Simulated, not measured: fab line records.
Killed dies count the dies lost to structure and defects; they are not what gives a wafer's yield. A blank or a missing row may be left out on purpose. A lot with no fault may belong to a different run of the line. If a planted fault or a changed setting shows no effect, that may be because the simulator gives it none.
Matching of chambers ; flow n5 finfet ; N5_GATE_CUT_SAC_CAP_01 on ald sin-04 has 4 sister chambers
The step material SiNx, target thk 24 nm, pulse time 1 s, ald cycles 480. 8 wafers are shown with their chamber, then 11 later ones without.

## WAFERS WITH THEIR CHAMBER
wafer;chamber;heater power w (W);precursor pulse height rel
L084.1;3;778;0.969
L084.4;1;830;1.032
L084.5;3;774;0.989
L084.6;0;800;1.035
L086.2;1;820;1.001
L086.3;2;1025;1.026
L086.5;2;1023;0.987
L089.1;0;795;1.007

## WAFERS WITH NO CHAMBER GIVEN
wafer;heater power w (W);precursor pulse height rel
L089.5;802;1.042
L089.6;776;1.012
L090.2;812;1.035
L090.5;830;0.990
L090.6;793;1.012
L093.2;1006;0.980
L093.4;835;1.002
L093.5;831;0.999
L095.2;803;1.011
L095.3;1013;0.998
L095.5;1004;0.978

## CHAMBER TAKEN BY EACH
wafer;from the rows above;in truth
L089.5;0;0
L089.6;3;3
L090.2;can't be placed: 1 or 0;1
L090.5;1;1
L090.6;0;0
L093.2;2;2
L093.4;1;1
L093.5;1;1
L095.2;0;0
L095.3;2;2
L095.5;2;2
10 of 11 placed correctly. Not placeable from these rows: 1 (in 1, the candidates include the true chamber). Number placed wrongly: 0.
How it was worked out, from the rows above alone: a wafer's distance from a chamber is the root of the sum, over the readings, of the square of ((its reading less the chamber's mean) divided by the reading's scatter). The wafer belongs to the nearest chamber; if the next one is less than 2 further off, it can't be placed. For every chamber, the mean is computed from those of its wafers that are shown. The scatter: take each reading less its chamber's mean, square it, sum over the shown wafers, divide by the number of wafers less the number of chambers, and take the root.
